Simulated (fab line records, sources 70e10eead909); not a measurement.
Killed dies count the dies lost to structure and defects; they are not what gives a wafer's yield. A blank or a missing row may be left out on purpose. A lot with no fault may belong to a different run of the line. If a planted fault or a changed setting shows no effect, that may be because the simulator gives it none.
Which tool was responsible? / flow nandHarc / Sampling: 6 lots, 18 wafers, 5 of 1302 route steps

## WHAT EACH GAUGE READ, for each wafer
NHARC_END_SORT_01.
lot=L415; measured=day 31 19:11; on=prober-01; killedAtArray=60 38 50
lot=L417; measured=day 31 11:29; on=prober-02; killedAtArray=59 54 50

## WHICH TOOL RAN EACH LOT (tool, then ch and the chambers of the sampled wafers, then the start)
lot=L401; NHARC_P_GATE_STRIP_101=rieDiel-04 ch 0,3, day 6 05:48; NHARC_P_GATE_STRIP_111=plasmaAsher-02 ch 0, day 6 07:17; NHARC_P_GATE_STRIP_75=plasmaAsher-02 ch 0, day 6 07:33; NHARC_P_GATE_EXPOSE_56=krfScanner-03 ch 0, day 6 08:19
lot=L414; NHARC_P_GATE_STRIP_101=rieDiel-10 ch 0,2, day 11 15:44; NHARC_P_GATE_STRIP_111=plasmaAsher-01 ch 0,1, day 11 17:26; NHARC_P_GATE_STRIP_75=plasmaAsher-01 ch 0,1, day 11 17:41; NHARC_P_GATE_EXPOSE_56=krfScanner-04 ch 0, day 11 18:20
lot=L415; NHARC_P_GATE_STRIP_101=rieDiel-04 ch 1,2,3, day 12 11:48; NHARC_P_GATE_STRIP_111=plasmaAsher-02 ch 0,1, day 12 13:15; NHARC_P_GATE_STRIP_75=plasmaAsher-02 ch 0,1, day 12 13:33; NHARC_P_GATE_EXPOSE_56=krfScanner-04 ch 0, day 12 14:22
lot=L417; NHARC_P_GATE_STRIP_101=rieDiel-10 ch 1,2,3, day 12 23:57; NHARC_P_GATE_STRIP_111=plasmaAsher-02 ch 1, day 13 01:26; NHARC_P_GATE_STRIP_75=plasmaAsher-02 ch 1, day 13 01:42; NHARC_P_GATE_EXPOSE_56=krfScanner-04 ch 0, day 13 02:20
lot=L419; NHARC_P_GATE_STRIP_101=rieDiel-12 ch 0,2, day 14 01:18; NHARC_P_GATE_STRIP_111=plasmaAsher-02 ch 0,1, day 14 02:44; NHARC_P_GATE_STRIP_75=plasmaAsher-02 ch 0,1, day 14 03:03; NHARC_P_GATE_EXPOSE_56=krfScanner-03 ch 0, day 14 03:49
lot=L421; NHARC_P_GATE_STRIP_101=rieDiel-12 ch 0,2,3, day 14 18:23; NHARC_P_GATE_STRIP_111=plasmaAsher-02 ch 0,1, day 14 19:56; NHARC_P_GATE_STRIP_75=plasmaAsher-02 ch 0,1, day 14 20:09; NHARC_P_GATE_EXPOSE_56=krfScanner-03 ch 0, day 14 20:47
- NHARC_P_GATE_STRIP_101: strips in O2, time 20 s.
- NHARC_P_GATE_STRIP_111: strips in N2/H2, time 250 s.
- NHARC_P_GATE_STRIP_75: strips in O2.
- NHARC_P_GATE_EXPOSE_56: exposes mask P PSD, target cd 720 nm.

## THE ANSWER, worked out from the rows above alone
Rule: what is usual is taken from the lots themselves. The widest of any qualifying gaps counts: lots, ordered by their means at a reading, are off when they make up no more than a third of the lots, leave a main group of 4 or more, and stand apart from it by 3 or more times the standard deviation of that group's means. A main group is skipped when, at the precision printed for the reading in the tables above, its means are all equal. Also off: a lot with no number at a reading for which 4 or more lots have one. Any other lot the step has rows for is counted as sound.
Across all readings shown, no lot is off: no conclusion can be drawn from this.

## WHAT HAD BEEN PUT IN BY THE SIMULATOR
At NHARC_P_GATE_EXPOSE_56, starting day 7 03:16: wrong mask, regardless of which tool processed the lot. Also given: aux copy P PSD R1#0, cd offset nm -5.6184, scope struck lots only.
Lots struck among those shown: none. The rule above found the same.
